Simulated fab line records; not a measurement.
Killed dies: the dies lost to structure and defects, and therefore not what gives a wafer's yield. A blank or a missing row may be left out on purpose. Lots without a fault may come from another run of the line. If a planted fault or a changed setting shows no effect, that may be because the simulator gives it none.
fab line records | flow nandHarc
record: lots: 7 wafers: 21 lastDay: 24
route steps=1159 shown P_M2@349 P_BONDPAD@351 END@1159
lots that met no fault: taken from a fault-free run of the same line
startH: the number of hours between the record's first day and the start of the first shown wafer of the lot | waitH: how many hours have passed since the lot's step before this one | " the same as in the row above | L1.1+2: one row covering several wafers at once | - either no value or no given start | * or withheld: withheld | < > ~ a bound
route shown NAME@n: NAME is a module with steps in the file, n the number in the route of the first one | usual: the fault-free wafers' mean and standard deviation | same: alike in all rows | chamber/n: place in a boat | sites: per-site readings | _std_site: how widely they spread, as a standard deviation | _edge_site: mean of outer sites minus mean of inner sites | radiusMm: for every site, how far away it sits from the centre of the wafer | mask NAME#n: copy n | behind: tool/chamber where the wafer was last shaped | hold: why the lot was held/for how many hours/how that ended | device: whichever transistor did not switch (one of n, p or np) | end of line: the route-end tests of the same wafers | for a step that has no rows: nothing shown but its recipe | killed: dies lost to structure and defects at the first sort, not the wafer's yield | map: shows each die of a wafer: x if killed, . if not, _ if none is there
set.NAME: the run value of the setting; set.NAME@STEP: its run value at that earlier step | model.NAME: the simulator's own value behind a step, which no gauge read
lots seen at some steps along the route; tables by step, rows by wafer
services: from which hour (startH, from the record's first day; less than 0 if before it) a tool's chamber was out of use, for how many hours, and why
== steps ==
step: NHARC_P_M2_PRE_CLEAN_32
recipe: timeS: 12 tempC: 370 rfPowerW: 300 gas: NH3
usual: heaterPowerW: 612/45
columns lot.wafer tool chamber startH waitH heaterPowerW
L101.3 pecvd-03 0 128.16 0.1 617
L101.5 " 1 " " 666
L101.6 " 2 " " 584
L106.3 pecvd-03 0 168.49 0.1 655
L106.2 " 1 " " 617
L106.5 " 0 " " 642
L107.3 pecvd-04 0 169.26 0.2 571
L107.2 " 1 " " 594
L107.6 " 0 " " 589
L108.3 pecvd-04 0 182.47 0.1 599
L108.2 " 1 " " 599
L108.6 " 1 " " 595
L118.5 pecvd-04 2 225.65 0.1 649
L118.4 " 0 " " 597
L118.6 " 1 " " 604
L119.3 pecvd-03 0 238.58 0.1 634
L119.1 " 1 " " 609
L119.4 " 2 " " 604
L122.1 pecvd-03 2 253.09 0.1 587
L122.2 " 0 " " 632
L122.3 " 1 " " 570
step: NHARC_P_M2_DEP_33
recipe: targetThkA: 300 tempC: 370 targetThkNm: 30 pressureTorr: 3 flowSccm: 200 rfW: 450 material: SiCN
usual: heaterPowerW: 562/42
columns lot.wafer tool chamber startH waitH heaterPowerW
L101.3 pecvd-03 0 128.24 0.1 584
L101.5 " 1 " " 554
L101.6 " 2 " " 634
L106.3 pecvd-03 0 168.57 0.1 519
L106.2 " 1 " " 588
L106.5 " 0 " " 505
L107.3 pecvd-04 0 169.34 0.1 530
L107.2 " 1 " " 525
L107.6 " 0 " " 526
L108.3 pecvd-04 0 182.55 0.1 459
L108.2 " 1 " " 546
L108.6 " 1 " " 541
L118.5 pecvd-04 2 225.82 0.2 501
L118.4 " 0 " " 534
L118.6 " 1 " " 494
L119.3 pecvd-03 0 238.69 0.1 527
L119.1 " 1 " " 539
L119.4 " 2 " " 586
L122.1 pecvd-03 2 253.17 0.1 613
L122.2 " 0 " " 590
L122.3 " 1 " " 556
step: NHARC_P_BONDPAD_DEP_00
recipe: targetThkA: 2500 tempC: 370 targetThkNm: 250 pressureTorr: 3 flowSccm: 200 rfW: 450 material: SiCN
usual: heaterPowerW: 552/47
columns lot.wafer tool chamber startH waitH heaterPowerW
L101.3 pecvd-04 1 128.73 - 521
L101.5 " 1 " " 536
L101.6 " 0 " " 569
L106.2 pecvd-04 2 168.99 - 522
L106.3 " 1 " " 526
L106.5 " 1 " " 529
L107.3 pecvd-03 0 169.75 - 617
L107.2 " 1 " " 526
L107.6 " 1 " " 512
L108.2 pecvd-01 2 182.97 - 576
L108.3 " 0 " " 571
L108.6 " 0 " " 561
L118.5 pecvd-03 0 226.41 - 514
L118.6 " 1 " " 485
L118.4 " 2 " " 619
L119.3 pecvd-04 2 239.11 - 599
L119.1 " 0 " " 468
L119.4 " 1 " " 571
L122.1 pecvd-01 0 253.58 - 590
L122.2 " 1 " " 669
L122.3 " 2 " " 633
step: NHARC_P_BONDPAD_CMP_32
recipe: targetThkNm: 200 material: SiCN
usual: motorCurrentA: 12.1/1.3 slurryFlowMlMin: 149.9/0.48
columns lot.wafer tool chamber startH waitH motorCurrentA slurryFlowMlMin
L101.3 cmp-04 1 129.17 - 10.1 150.5
L101.5 " 0 " " 12.0 149.3
L101.6 " 1 " " 10.3 150.2
L106.2 cmp-04 0 169.39 - 11.9 150.0
L106.3 " 1 " " 10.3 149.6
L106.5 " 1 " " 10.7 148.5
L107.3 cmp-04 1 170.15 - 10.4 150.2
L107.2 " 3 " " 11.9 149.8
L107.6 " 1 " " 10.4 150.0
L108.3 cmp-02 2 183.40 - 11.9 149.9
L108.2 " 0 " " 11.3 150.5
L108.6 " 1 " " 13.6 149.2
L118.4 cmp-02 2 226.67 - 11.2 150.0
L118.5 " 2 " " 12.0 150.1
L118.6 " 3 " " 9.5 149.2
L119.4 cmp-02 2 239.49 - 11.7 149.7
L119.1 " 3 " " 9.5 149.8
L119.3 " 0 " " 12.2 150.0
L122.2 cmp-02 2 253.99 - 12.0 150.2
L122.3 " 3 " " 9.3 149.6
L122.1 " 1 " " 13.9 150.0
step: NHARC_P_BONDPAD_THK_MEAS_33
recipe: thkMeasGauge: ellipsometry
usual: thkNm: 200.4/1.9
columns lot.wafer tool chamber startH waitH thkNm
L101.3 filmMetro-02 - 129.40 0.2 201.8
L101.5 " - " " 201.7
L101.6 " - " " 200.0
L106.2 filmMetro-02 - 169.64 0.2 199.1
L106.3 " - " " 199.4
L106.5 " - " " 199.3
L107.2 filmMetro-01 - 170.41 0.2 200.7
L107.3 " - " " 201.0
L107.6 " - " " 199.2
L108.2 filmMetro-01 - 183.62 0.1 199.7
L108.3 " - " " 199.5
L108.6 " - " " 198.4
L118.4 filmMetro-02 - 226.93 0.2 199.2
L118.5 " - " " 199.7
L118.6 " - " " 201.3
L119.1 filmMetro-01 - 239.72 0.2 198.9
L119.3 " - " " 198.2
L119.4 " - " " 198.8
L122.1 filmMetro-02 - 254.24 0.1 199.9
L122.2 " - " " 199.3
L122.3 " - " " 200.0
step: NHARC_P_BONDPAD_SRD_34
step: NHARC_P_BONDPAD_DEHYDRATE_01
recipe: tempC: 150 timeS: 120
step: NHARC_P_BONDPAD_HMDS_02
recipe: timeS: 30
step: NHARC_P_BONDPAD_COAT_36
recipe: tempC: 200 timeS: 65
step: NHARC_P_BONDPAD_COAT_03
recipe: spinRpm: 2000 resistThkNm: 600
step: NHARC_P_BONDPAD_SOFTBAKE_04
recipe: tempC: 125 timeS: 70
step: NHARC_P_BONDPAD_EBR_05
step: NHARC_P_BONDPAD_EXPOSE_06
recipe: na: 0.55 doseMj: 37.06 maskId: P_BPAD
usual: exposureDoseMJCm2: 37.04/0.037
columns lot.wafer tool chamber startH waitH mask exposureDoseMJCm2
L101.3 krfScanner-01 0 129.82 - P_BPAD#0 37.07
L101.5 " 0 " " P_BPAD#0 37.04
L101.6 " 0 " " P_BPAD#0 37.02
L106.2 krfScanner-01 0 170.06 - P_BPAD#0 53.59
L106.3 " 0 " " P_BPAD#0 53.59
L106.5 " 0 " " P_BPAD#0 53.63
L107.2 krfScanner-01 0 170.70 - P_BPAD#0 50.27
L107.3 " 0 " " P_BPAD#0 50.30
L107.6 " 0 " " P_BPAD#0 50.27
L108.2 krfScanner-01 0 184.04 - P_BPAD#0 49.91
L108.3 " 0 " " P_BPAD#0 49.94
L108.6 " 0 " " P_BPAD#0 49.91
L118.4 krfScanner-03 0 227.23 - P_BPAD#0 37.01
L118.5 " 0 " " P_BPAD#0 37.03
L118.6 " 0 " " P_BPAD#0 37.11
L119.1 krfScanner-04 0 240.13 - P_BPAD#0 37.09
L119.3 " 0 " " P_BPAD#0 37.05
L119.4 " 0 " " P_BPAD#0 37.03
L122.1 krfScanner-03 0 254.53 - P_BPAD#0 37.08
L122.2 " 0 " " P_BPAD#0 37.02
L122.3 " 0 " " P_BPAD#0 37.08
step: NHARC_P_BONDPAD_PEB_07
recipe: pebTempC: 128 pebTimeS: 80
step: NHARC_P_BONDPAD_DEVELOP_08
recipe: timeS: 50 devTempC: 22
step: NHARC_P_BONDPAD_CD_MEAS_09
recipe: targetCdNm: 500 landingEnergyEv: 500
usual: cdNm: 499.1/2.5
columns lot.wafer tool chamber startH waitH cdNm
L101.3 cdSem-02 0 129.97 - 504.3
L101.5 " 0 " " 499.6
L101.6 " 0 " " 496.5
L106.2 cdSem-02 0 170.21 - 515.4
L106.3 " 0 " " 513.8
L106.5 " 0 " " 507.2
L107.2 cdSem-02 0 170.86 - 510.0
L107.3 " 0 " " 506.8
L107.6 " 0 " " 506.8
L108.2 cdSem-03 0 184.19 - 508.7
L108.3 " 0 " " 506.6
L108.6 " 0 " " 511.2
L118.4 cdSem-02 0 227.37 - 502.9
L118.5 " 0 " " 501.1
L118.6 " 0 " " 500.5
L119.1 cdSem-02 0 240.29 - 500.1
L119.3 " 0 " " 496.9
L119.4 " 0 " " 501.1
L122.1 cdSem-02 0 254.68 - 504.2
L122.2 " 0 " " 500.4
L122.3 " 0 " " 500.1
step: NHARC_P_BONDPAD_OVL_MEAS_38
usual: overlayXNm: 2/5.4 overlayYNm: 2/6.7
columns lot.wafer tool chamber startH waitH overlayXNm overlayYNm
L101.3 overlay-02 - 130.05 - 3 -8
L101.5 " - " " 3 -8
L101.6 " - " " 3 -8
L106.2 overlay-01 - 170.30 - 0 4
L106.3 " - " " -1 4
L106.5 " - " " -1 3
L107.2 overlay-01 - 170.94 - 9 -7
L107.3 " - " " 8 -7
L107.6 " - " " 9 -7
L108.2 overlay-02 - 184.28 - -2 -5
L108.3 " - " " -2 -5
L108.6 " - " " -2 -5
L118.4 overlay-02 - 227.46 - -4 5
L118.5 " - " " -3 5
L118.6 " - " " -3 5
L119.1 overlay-02 - 240.38 - 3 -5
L119.3 " - " " 3 -5
L119.4 " - " " 3 -5
L122.1 overlay-01 - 254.77 - 2 -5
L122.2 " - " " 1 -5
L122.3 " - " " 2 -5
step: NHARC_END_SORT_01
recipe: tempC: 25
usual: defectLimitedYield: 95.5/1.3 killedAtArray: 26/8.4 killedAtOther: 0.7/0.97 killedAtPeriphery: 3.2/2.2 killedDies: 30/8.5 killedOpen: 3.4/2 killedShort: 2/1.3 sort_bin_2_pct: 1.5/0.52 sort_bin_3_pct: 0.21/0.18 sort_bin_4_pct: 2.8/0.91 sortNPass: 647/8.5 sortRimYieldPct: 94.8/2.7 sortYieldPct: 95.5/1.3
same: grossDies: 677 sort_bin_5_pct[%]: 0 sort_bin_6_pct[%]: 0 sort_bin_7_pct[%]: 0 sort_bin_8_pct[%]: 0 sortRimNGross: 106.00
columns lot.wafer tool chamber startH waitH defectLimitedYield[%] killedAtArray killedAtOther killedAtPeriphery killedDies killedOpen killedShort sort_bin_2_pct[%] sort_bin_3_pct[%] sort_bin_4_pct[%] sortNPass sortRimYieldPct[%] sortYieldPct[%]
L106.5 prober-02 0 485.53 3.7 96.8 16 3 3 22 1 2 0.9 0 2.4 655 97.2 96.8
L108.2 prober-02 0 506.09 2.8 95.7 22 0 7 29 6 5 1.2 0 3.1 648 93.4 95.7
L108.3 prober-02 0 506.88 3.1 95.6 27 0 3 30 3 1 1.3 0.44 2.7 647 96.2 95.6
L108.6 prober-02 0 509.26 4.0 96.2 25 0 1 26 2 2 1.6 0.30 1.9 651 100.0 96.2
L118.4 prober-01 0 531.25 3.4 94.2 30 1 8 39 2 0 1.6 0.15 4.0 638 94.3 94.2
L118.5 prober-01 0 532.06 3.7 95.1 27 1 5 33 5 1 1.9 0.15 2.8 644 93.4 95.1
L118.6 prober-01 0 532.86 4.0 94.5 30 0 7 37 7 2 1.8 0.44 3.2 640 99.1 94.5
L119.1 prober-01 0 549.18 2.5 95.0 30 0 4 34 1 1 1.3 0.15 3.5 643 88.7 95.0
L119.3 prober-01 0 550.79 3.1 95.7 25 0 4 29 1 1 1.5 0.15 2.7 648 96.2 95.7
L119.4 prober-01 0 551.59 3.4 94.1 36 1 3 40 2 1 1.8 0.30 3.8 637 97.2 94.1
killed by level:class
L106.5 A_CHANNEL_HOLE_D1:chamberFilmFlake=11 P_STI:chamberFilmFlake=2 A_M0:chamberFilmFlake=2 THIN_TSV:chamberFilmFlake=2 P_GATE:geometricParticle:short=1 A_BLC:geometricParticle:open=1 A_BLC:geometricParticle:short=1 A_CONTACT:chamberFilmFlake=1
L108.2 A_CHANNEL_HOLE_D1:chamberFilmFlake=14 P_CONTACT:geometricParticle:open=3 A_CHANNEL_FILL_D1:geometricParticle:short=3 A_CONTACT:chamberFilmFlake=2 P_GATE:geometricParticle:open=1 P_CONTACT:geometricParticle:short=1 A_WL_FILL:geometricParticle:short=1 A_BLC:geometricParticle:open=1
L108.3 A_CHANNEL_HOLE_D1:chamberFilmFlake=21 A_CONTACT:chamberFilmFlake=3 A_ONON_D1:geometricParticle:open=2 P_STI:chamberFilmFlake=2 P_M0:geometricParticle:open=1 A_WL_FILL:geometricParticle:short=1
L108.6 A_CHANNEL_HOLE_D1:chamberFilmFlake=16 A_WL_FILL:chamberFilmFlake=2 A_CONTACT:chamberFilmFlake=2 P_M2:geometricParticle:open=1 A_SGD_CUT:geometricParticle:short=1 A_WL_FILL:geometricParticle:short=1 A_WL_FILL:geometricParticle:open=1 A_ZERO_WELL:chamberFilmFlake=1
L118.4 A_CHANNEL_HOLE_D1:chamberFilmFlake=21 P_CONTACT:chamberFilmFlake=3 A_CHANNEL_FILL_D1:chamberFilmFlake=3 A_STAIRCASE:chamberFilmFlake=3 P_M0:geometricParticle:open=2 P_STI:chamberFilmFlake=2 A_CONTACT:chamberFilmFlake=2 P_ZERO_WELL:chamberFilmFlake=1
L118.5 A_CHANNEL_HOLE_D1:chamberFilmFlake=14 A_CONTACT:chamberFilmFlake=4 A_WL_FILL:geometricParticle:open=3 P_STI:chamberFilmFlake=2 A_CHANNEL_FILL_D1:chamberFilmFlake=2 A_STAIRCASE:chamberFilmFlake=2 P_M0:geometricParticle:open=1 A_WL_FILL:geometricParticle:short=1
L118.6 A_CHANNEL_HOLE_D1:chamberFilmFlake=15 A_STAIRCASE:chamberFilmFlake=7 P_GATE:chamberFilmFlake=4 A_CONTACT:geometricParticle:open=2 A_M0:geometricParticle:open=2 P_CONTACT:geometricParticle:open=1 P_M2:geometricParticle:open=1 A_ONON_D1:geometricParticle:short=1
L119.1 A_CHANNEL_HOLE_D1:chamberFilmFlake=10 A_SLIT:chamberFilmFlake=9 A_M0:chamberFilmFlake=5 A_CONTACT:chamberFilmFlake=4 P_GATE:chamberFilmFlake=3 A_WL_FILL:geometricParticle:short=1 A_M0:geometricParticle:open=1 P_ZERO_WELL:chamberFilmFlake=1
L119.3 A_CHANNEL_HOLE_D1:chamberFilmFlake=10 A_SLIT:chamberFilmFlake=5 A_M0:chamberFilmFlake=4 A_STAIRCASE:chamberFilmFlake=3 A_CONTACT:chamberFilmFlake=2 P_M0:geometricParticle:open=1 A_WL_FILL:geometricParticle:short=1 P_ZERO_WELL:chamberFilmFlake=1
L119.4 A_SLIT:chamberFilmFlake=15 A_CHANNEL_HOLE_D1:chamberFilmFlake=13 A_CONTACT:chamberFilmFlake=3 P_GATE:chamberFilmFlake=2 A_STAIRCASE:chamberFilmFlake=2 P_GATE:geometricParticle:open=1 A_CHANNEL_FILL_D1:geometricParticle:short=1 A_CONTACT:geometricParticle:open=1
== services ==
columns tool chamber startH hours kind
cmp-04 - 105.00 4.0 pm
pecvd-03 - 111.35 13.0 pm
pecvd-03 0 111.35 13.0 ventCycle
pecvd-03 1 111.35 13.0 ventCycle
pecvd-03 2 111.35 13.0 ventCycle
krfScanner-01 - 122.79 0.4 repair
pecvd-03 0 124.35 - clean
pecvd-03 1 124.35 - clean
pecvd-03 2 124.35 - clean
krfScanner-04 - 126.00 4.0 pm
cmp-02 - 129.28 4.0 pm
cmp-04 - 147.09 1.5 repair
pecvd-03 - 149.67 1.2 repair
krfScanner-03 - 168.00 4.0 pm
krfScanner-04 - 171.87 2.7 repair
krfScanner-04 - 186.65 0.7 repair
pecvd-04 - 195.19 13.0 pm
pecvd-04 0 195.19 13.0 ventCycle
pecvd-04 1 195.19 13.0 ventCycle
pecvd-04 2 195.19 13.0 ventCycle
cmp-04 - 196.44 32.6 repair
cmp-02 - 227.28 4.0 pm
pecvd-01 - 237.00 13.0 pm
pecvd-04 - 239.60 1.4 repair
== key ==
firstSign: step: NHARC_P_BONDPAD_EXPOSE_06 reading: exposureDoseMJCm2 direction: up sigmas: 99+ usual: 37.04 struck: 51.27
effect: step: NHARC_P_BONDPAD_CD_MEAS_09 reading: cdNm direction: up sigmas: 4.2 usual: 499.1 struck: 509.6 through: controlLoop
metAt NHARC_P_BONDPAD_EXPOSE_06
struckWafers L106.2,L106.3,L106.5,L107.2,L107.3,L107.6,L108.2,L108.3,L108.6
loopTrim: step: NHARC_P_BONDPAD_EXPOSE_06 setting: dose lots: L107,L108
onsetBetween 129.82 170.06
fault: kind: processParameterDrift tool: krfScanner-01 chamber: - onsetH: 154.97 steps: NHARC_P_BONDPAD_EXPOSE_06 channel: doseMj offset: 16.585 shape: step actsIn: theseRecipesOnly stated: 37.06
loopTrim: a control loop set the setting to another value than it would have without faults
